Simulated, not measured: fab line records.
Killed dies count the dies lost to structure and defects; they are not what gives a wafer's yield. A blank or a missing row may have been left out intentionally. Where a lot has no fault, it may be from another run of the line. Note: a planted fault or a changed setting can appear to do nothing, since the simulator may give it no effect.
Matching of chambers / flow n5 finfet / N5_BEOL_M0_CUTY_ETCH_62 on rie diel-05: 4 sister chambers
The step etches SiARC in CF4, time 58.5 s. 4 wafers are shown with their chamber, then 10 later ones without.

## WAFERS, EACH WITH ITS CHAMBER
wafer=L085.5; chamber=2; drypump motor current A (A)=5.4
wafer=L087.5; chamber=1; drypump motor current A (A)=5.1
wafer=L088.3; chamber=3; drypump motor current A (A)=6.4
wafer=L088.4; chamber=0; drypump motor current A (A)=5.8

## WAFERS MISSING THEIR CHAMBER
wafer=L088.5; drypump motor current A (A)=5.9
wafer=L095.1; drypump motor current A (A)=5.4
wafer=L095.4; drypump motor current A (A)=5.1
wafer=L095.6; drypump motor current A (A)=5.9
wafer=L096.3; drypump motor current A (A)=5.8
wafer=L096.5; drypump motor current A (A)=5.1
wafer=L096.6; drypump motor current A (A)=5.4
wafer=L097.1; drypump motor current A (A)=6.4
wafer=L097.2; drypump motor current A (A)=5.4
wafer=L097.5; drypump motor current A (A)=6.4

## EACH ONE'S CHAMBER
wafer=L088.5; from the rows above=0; in truth=0
wafer=L095.1; from the rows above=2; in truth=2
wafer=L095.4; from the rows above=1; in truth=1
wafer=L095.6; from the rows above=0; in truth=0
wafer=L096.3; from the rows above=0; in truth=0
wafer=L096.5; from the rows above=1; in truth=1
wafer=L096.6; from the rows above=2; in truth=2
wafer=L097.1; from the rows above=3; in truth=3
wafer=L097.2; from the rows above=2; in truth=2
wafer=L097.5; from the rows above=3; in truth=3
Correctly placed: 10 of 10. Can't be placed from these rows: 0. Placed wrongly: 0.
How it was worked out, from the rows above alone: a wafer's distance from a chamber is the root of the sum, over the readings, of the square of ((its reading less the chamber's mean) divided by the reading's scatter). If the next closest chamber is less than 2 further off than the closest, the wafer can't be placed; otherwise it belongs to the closest. Each chamber's mean is taken over the wafers shown for it. The scatter: root of mean squared gap, hidden wafer to nearest shown wafer, with one shown wafer a chamber.
